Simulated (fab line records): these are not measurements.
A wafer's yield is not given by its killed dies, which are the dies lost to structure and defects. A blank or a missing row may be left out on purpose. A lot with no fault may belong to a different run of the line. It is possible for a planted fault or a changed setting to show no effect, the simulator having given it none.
One fault seen from 2 desks | flow n5_finfet | every desk sees just its own numbers, and what lay behind them comes last

== FROM THE METROLOGY DESK ==
What the gauges read for every lot (on any tool): the sampled wafers with a number, averaged. Any lot whose mean is over 4 standard deviations away from the usual mean is out of limits and marked OUT; that distance is given in the brackets.
Columns: A = M9_ILD_THK at N5_BEOL_M9_THK_MEAS_01, usual 268 nm
lot  | first seen here | A
L358 | day 9 15:34     | 267
L359 | day 10 07:05    | 268
L361 | day 10 09:31    | 265
L363 | day 10 10:38    | 268
L364 | day 11 03:54    | 268
L371 | day 13 08:50    | 267
L374 | day 13 16:13    | 263
L376 | day 14 11:49    | 266
L378 | day 15 03:38    | 267
L379 | day 15 06:11    | 269
L380 | day 15 09:40    | 268
This desk found nothing out of limits on any of the 11 lots.

== FOR THE TOOL OWNER'S DESK: cmp-02 ==
The tool's own readings at N5_BEOL_M8_CMP_52 (polishes, stops on SiCOH lowk, t overpolish 6.9 s, target thk 80 nm): means of the sampled wafers that have a number, for each lot that ran on this tool. Any lot whose mean is over 4 standard deviations away from the usual mean is out of limits and marked OUT; that distance is given in the brackets.
Columns: A = barrier_field_endpoint_s at N5_BEOL_M8_CMP_52, usual 28.8 s; B = clearing_platen_down_force_psi at N5_BEOL_M8_CMP_52, usual 1.4997 psi; C = head_pressure_psi at N5_BEOL_M8_CMP_52, usual 1.0002 psi; D = motor_current_A at N5_BEOL_M8_CMP_52, usual 6.3 A; E = overpolish_run_s at N5_BEOL_M8_CMP_52, usual 6.901 s; F = time_to_endpoint_s at N5_BEOL_M8_CMP_52, usual 62.0 s
lot  | first seen here | A               | B      | C      | D   | E     | F
L358 | day 9 14:28     | 28.4            | 1.5001 | 1.0015 | 5.6 | 6.903 | 63.1
L361 | day 10 08:29    | 28.8            | 1.4993 | 1.0013 | 5.6 | 6.904 | 62.8
L363 | day 10 09:36    | 24.0 (-7.2) OUT | 1.5004 | 1.0021 | 5.4 | 6.905 | 54.8
L364 | day 11 02:49    | 22.7 (-9.1) OUT | 1.4987 | 0.9989 | 6.9 | 6.902 | 45.2 (-6.5) OUT
L378 | day 15 02:34    | 28.9            | 1.4983 | 1.0012 | 5.9 | 6.893 | 66.5
This desk's verdict: out of limits on L363, L364, starting with L363 at day 10 09:36 (barrier_field_endpoint_s at N5_BEOL_M8_CMP_52). In limits: L358, L361, L378.

== BROUGHT TOGETHER ==
The tool owner's desk had the chance to raise an alarm at day 10 09:36 on L363, L364.
Nothing out of limits was seen by the metrology desk.
The metrology desk has L363, L364 on record, within its limits.
Every lot named ran N5_BEOL_M8_CMP_52 on cmp-02.

== WHAT WAS PUT IN BY THE SIMULATOR ==
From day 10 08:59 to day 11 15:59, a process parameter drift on cmp-02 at N5_BEOL_M8_CMP_52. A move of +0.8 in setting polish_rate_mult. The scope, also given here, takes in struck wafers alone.
Struck lots among those shown: L363, L364.
Delay in hours, fault start to first out-of-limits reading, by desk: the tool owner's desk at 1.
